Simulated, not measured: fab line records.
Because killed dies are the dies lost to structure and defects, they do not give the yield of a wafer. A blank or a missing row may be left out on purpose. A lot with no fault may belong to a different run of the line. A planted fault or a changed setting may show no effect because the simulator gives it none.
The tool behind it: which one? / flow n5-finfet / 36 wafers from 12 lots sampled at 4 of the route's 1938 steps

WHAT THE GAUGES READ, wafer by wafer
N5_SDB_CD_MEAS_11: target cd 50 nm.
lot=L075; measured=day 3 23:50; on=cd-sem-02; cd-nm (nm)=50.1 48.9 48.6
lot=L077; measured=day 4 11:12; on=cd-sem-01; cd-nm (nm)=48.6 47.6 48.8
lot=L079; measured=day 4 22:37; on=cd-sem-03; cd-nm (nm)=49.1 49.7 49.7
lot=L081; measured=day 5 12:30; on=cd-sem-02; cd-nm (nm)=49.5 49.5 50.4
lot=L083; measured=day 6 01:22; on=cd-sem-03; cd-nm (nm)=49.5 48.9 49.2
lot=L085; measured=day 6 13:55; on=cd-sem-01; cd-nm (nm)=48.0 50.5 48.3
lot=L087; measured=day 7 07:16; on=cd-sem-03; cd-nm (nm)=48.4 49.0 51.6
lot=L089; measured=day 7 14:29; on=cd-sem-01; cd-nm (nm)=50.0 49.8 51.2
lot=L091; measured=day 8 02:40; on=cd-sem-02; cd-nm (nm)=51.3 52.3 50.7
lot=L093; measured=day 8 15:36; on=cd-sem-01; cd-nm (nm)=51.8 51.0 50.8
lot=L095; measured=day 9 02:56; on=cd-sem-02; cd-nm (nm)=51.2 50.9 49.4
lot=L097; measured=day 9 14:32; on=cd-sem-03; cd-nm (nm)=49.5 49.7 48.7

WHAT TOOL EACH LOT RAN ON (gives the tool, then ch and the chambers of the sampled wafers, and finally the start)
lot=L075; N5_SD_EPI_N_STRIP_38=plasma-asher-02 ch 0,1, day 3 07:37; N5_SD_EPI_P_ETCHBACK_46=rie-diel-04 ch 0,1, day 3 11:43; N5_ILD0_LINER_00=ald-sin-02 ch 0,1,2, day 3 17:13
lot=L077; N5_SD_EPI_N_STRIP_38=plasma-asher-02 ch 0,1, day 3 19:34; N5_SD_EPI_P_ETCHBACK_46=rie-diel-05 ch 0,1, day 3 23:31; N5_ILD0_LINER_00=ald-sin-03 ch 0,1,2, day 4 04:29
lot=L079; N5_SD_EPI_N_STRIP_38=plasma-asher-02 ch 0,1, day 4 07:22; N5_SD_EPI_P_ETCHBACK_46=rie-diel-04 ch 0,3, day 4 11:45; N5_ILD0_LINER_00=ald-sin-02 ch 0,1,3, day 4 15:50
lot=L081; N5_SD_EPI_N_STRIP_38=plasma-asher-02 ch 0,1, day 4 19:44; N5_SD_EPI_P_ETCHBACK_46=rie-diel-03 ch 0,3, day 5 00:42; N5_ILD0_LINER_00=ald-sin-02 ch 2,3, day 5 04:47
lot=L083; N5_SD_EPI_N_STRIP_38=plasma-asher-02 ch 0,1, day 5 09:42; N5_SD_EPI_P_ETCHBACK_46=rie-diel-04 ch 0,1, day 5 14:38; N5_ILD0_LINER_00=ald-sin-02 ch 1,2, day 5 18:46
lot=L085; N5_SD_EPI_N_STRIP_38=plasma-asher-02 ch 1, day 5 21:39; N5_SD_EPI_P_ETCHBACK_46=rie-diel-03 ch 0,2,3, day 6 02:56; N5_ILD0_LINER_00=ald-sin-04 ch 1,2,3, day 6 07:02
lot=L087; N5_SD_EPI_N_STRIP_38=plasma-asher-01 ch 0,1, day 6 15:29; N5_SD_EPI_P_ETCHBACK_46=rie-diel-04 ch 0,1,3, day 6 20:04; N5_ILD0_LINER_00=ald-sin-03 ch 0,3, day 7 00:09
lot=L089; N5_SD_EPI_N_STRIP_38=plasma-asher-01 ch 0,1, day 6 22:53; N5_SD_EPI_P_ETCHBACK_46=rie-diel-05 ch 0,1,3, day 7 03:08; N5_ILD0_LINER_00=ald-sin-02 ch 2,3, day 7 07:34
lot=L091; N5_SD_EPI_N_STRIP_38=plasma-asher-01 ch 0,1, day 7 10:56; N5_SD_EPI_P_ETCHBACK_46=rie-diel-04 ch 0,2, day 7 15:50; N5_ILD0_LINER_00=ald-sin-02 ch 1,2, day 7 19:58
lot=L093; N5_SD_EPI_N_STRIP_38=plasma-asher-01 ch 0,1, day 7 23:31; N5_SD_EPI_P_ETCHBACK_46=rie-diel-04 ch 0,1,2, day 8 04:49; N5_ILD0_LINER_00=ald-sin-04 ch 0,1,2, day 8 08:58
lot=L095; N5_SD_EPI_N_STRIP_38=plasma-asher-02 ch 0,1, day 8 10:53; N5_SD_EPI_P_ETCHBACK_46=rie-diel-05 ch 0,1,3, day 8 14:57; N5_ILD0_LINER_00=ald-sin-04 ch 0,2,3, day 8 19:58
lot=L097; N5_SD_EPI_N_STRIP_38=plasma-asher-01 ch 0,1, day 8 21:41; N5_SD_EPI_P_ETCHBACK_46=rie-diel-05 ch 0,1, day 9 02:22; N5_ILD0_LINER_00=ald-sin-03 ch 2,3, day 9 06:46
- N5_SD_EPI_N_STRIP_38: strips in N2/H2.
- N5_SD_EPI_P_ETCHBACK_46: etches SiNx in CH3F/O2, stops on SiO2, target depth 17.5 nm.
- N5_ILD0_LINER_00: material SiNx, target thk 4 nm, pulse time 1 s, purge time 2 s.

THE ANSWER, worked out from the rows above alone
Rule: the usual values come from the lots themselves. Put in order of their means at a reading, lots are off if they are a third of the lots or fewer, leave a main group of 4 or more, and stand apart from it by a gap of 3 or more times the standard deviation of the main group's means; of several such gaps the widest counts. The tables above print the reading to a certain number of digits; a main group whose means all agree to those digits is not used. Also off: a lot with no number at a reading for which 4 or more lots have one. Any other lot the step has rows for is counted as sound.
Nothing can be told from this: no lot is off at any reading shown.

WHAT THE SIMULATOR HAD INSERTED
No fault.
